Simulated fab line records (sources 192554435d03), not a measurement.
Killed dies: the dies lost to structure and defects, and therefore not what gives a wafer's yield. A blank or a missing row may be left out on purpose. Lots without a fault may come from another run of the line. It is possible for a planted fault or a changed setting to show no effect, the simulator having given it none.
Split-lot experiment + flow n5 finfet + 39 wafers read from 7 lots, route of 1938 steps

== SPLIT DETAILS ==
At N5_PASSIVATION_PECVD_01 (deposits SiNx from SiH4/NH3/N2, target thk 200 nm, time 43.2 s), the setting time s was moved away from the recipe's 43.2 s on 6 of the 39 wafers read, by -23.3% to +33.2%. This setting was run at the recipe's value on the other wafers.

Reading taken at the split's own step.

== THE READING ==
SiNx_of_PASSIVATION_PECVD_01.thk nm (the simulator's own value, which no gauge read), in nm, at N5_PASSIVATION_PECVD_01 (deposits SiNx from SiH4/NH3/N2, target thk 200 nm, time 43.2 s). There is no usual value for it anywhere in the file. Across the 33 wafers here that went through the recipe, the average is 200.2 nm and the standard deviation 2.7 nm.

| wafer  | tool, chamber at the split | time s as run, s | against the recipe | SiNx_of_PASSIVATION_PECVD_01.thk nm, nm | against lot-mates on the recipe |
|--------|----------------------------|------------------|--------------------|-----------------------------------------|---------------------------------|
| L078.1 | pecvd-04, 0                | 57.55            | +33.2%             | 263                                     | +65.5                           |
| L078.2 | pecvd-04, 2                | 43.2             | recipe             | 196.8                                   | -                               |
| L078.3 | pecvd-04, 1                | 43.2             | recipe             | 196.6                                   | -                               |
| L078.4 | pecvd-04, 1                | 57.55            | +33.2%             | 266.2                                   | +68.7                           |
| L078.5 | pecvd-04, 2                | 43.2             | recipe             | 199                                     | -                               |
| L078.6 | pecvd-04, 0                | 57.55            | +33.2%             | 268                                     | +70.5                           |
| L081.1 | pecvd-04, 1                | 43.2             | recipe             | 197.8                                   | -                               |
| L081.2 | pecvd-04, 0                | 43.2             | recipe             | 199                                     | -                               |
| L081.3 | pecvd-04, 2,0              | 43.2             | recipe             | 201.2                                   | -                               |
| L081.4 | pecvd-04, 2,0              | 43.2             | recipe             | 201.2                                   | -                               |
| L081.5 | pecvd-04, 1                | 43.2             | recipe             | 201.6                                   | -                               |
| L081.6 | pecvd-04, 2                | 43.2             | recipe             | 203.4                                   | -                               |
| L083.1 | pecvd-01, 1                | 43.2             | recipe             | 196.8                                   | -                               |
| L083.2 | pecvd-01, 0                | 43.2             | recipe             | 198.4                                   | -                               |
| L083.3 | pecvd-01, 2                | 43.2             | recipe             | 199.6                                   | -                               |
| L083.4 | pecvd-01, 2                | 43.2             | recipe             | 203.6                                   | -                               |
| L083.5 | pecvd-01, 0                | 43.2             | recipe             | 200                                     | -                               |
| L083.6 | pecvd-01, 1                | 43.2             | recipe             | 202.2                                   | -                               |
| L086.1 | pecvd-03, 0                | 43.2             | recipe             | 199.2                                   | -                               |
| L086.2 | pecvd-03, 2                | 43.2             | recipe             | 202.8                                   | -                               |
| L086.3 | pecvd-03, 1                | 43.2             | recipe             | 200.4                                   | -                               |
| L086.4 | pecvd-03, 0                | 43.2             | recipe             | 202                                     | -                               |
| L086.5 | pecvd-03, 1                | 43.2             | recipe             | 202.6                                   | -                               |
| L086.6 | pecvd-03, 2                | 43.2             | recipe             | 207.2                                   | -                               |
| L091.1 | pecvd-04, 2                | 43.2             | recipe             | 199.8                                   | -                               |
| L091.4 | pecvd-04, 1                | 43.2             | recipe             | 202.8                                   | -                               |
| L091.6 | pecvd-04, 2                | 43.2             | recipe             | 204                                     | -                               |
| L092.1 | pecvd-04, 2                | 33.12            | -23.3%             | 153.6                                   | -47.9                           |
| L092.2 | pecvd-04, 0                | 43.2             | recipe             | 200.4                                   | -                               |
| L092.3 | pecvd-04, 1                | 33.12            | -23.3%             | 148.4                                   | -53.1                           |
| L092.4 | pecvd-04, 0                | 43.2             | recipe             | 200.8                                   | -                               |
| L092.5 | pecvd-04, 1                | 33.12            | -23.3%             | 149.2                                   | -52.3                           |
| L092.6 | pecvd-04, 2                | 43.2             | recipe             | 203.4                                   | -                               |
| L096.1 | pecvd-03, 1                | 43.2             | recipe             | 194.2                                   | -                               |
| L096.2 | pecvd-03, 0                | 43.2             | recipe             | 197.6                                   | -                               |
| L096.3 | pecvd-03, 2                | 43.2             | recipe             | 198.6                                   | -                               |
| L096.4 | pecvd-03, 1                | 43.2             | recipe             | 198                                     | -                               |
| L096.5 | pecvd-03, 0                | 43.2             | recipe             | 198.8                                   | -                               |
| L096.6 | pecvd-03, 2                | 43.2             | recipe             | 196.8                                   | -                               |
If several chambers appear in one row, that row covers several wafers at once and the file leaves open which wafer was in which chamber.

THE FIT
A straight line over all 39 wafers: SiNx_of_PASSIVATION_PECVD_01.thk nm changes by +2.03 nm for each +1% of time s; r = +0.99; the points scatter about the line by 2.8 nm.
The same after taking each lot's own level away (the mean of its wafers on the recipe; 39 wafers): +2.1 nm for each +1%; r = +1.00; scatter 2.1 nm.
On that fit, the largest move of time s shifts the reading by 70 nm.
From 197.33 to 202.37 nm: that is the span of the lots' own levels, equal to 1.9 times the standard deviation above.
The two slopes agree, so the slope changes little with the lot-to-lot level.
Check: +70.8 nm against its lot-mates is what the line predicts for one of the wafers moved furthest among these (+33.2%) when that wafer is left out of the fit. It came out at +65.5 nm against them.

== OTHER SPLITS ON THESE WAFERS ==
These wafers also went through other splits before the reading. Each is held against what the fit with the lots' levels taken away leaves over:
| other split on the same wafers | wafers away from the commonest value | r with SiNx_of_PASSIVATION_PECVD_01.thk nm (lot level and that fit taken away) |
|--------------------------------|--------------------------------------|--------------------------------------------------------------------------------|
| N5_BEOL_M11_PECVD_70 time s    | 12                                   | -0.06                                                                          |

== FILE'S OWN FIT ==
SiNx_of_PASSIVATION_PECVD_01.thk nm changes by +2.1 nm for each +1% of time s, r = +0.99.
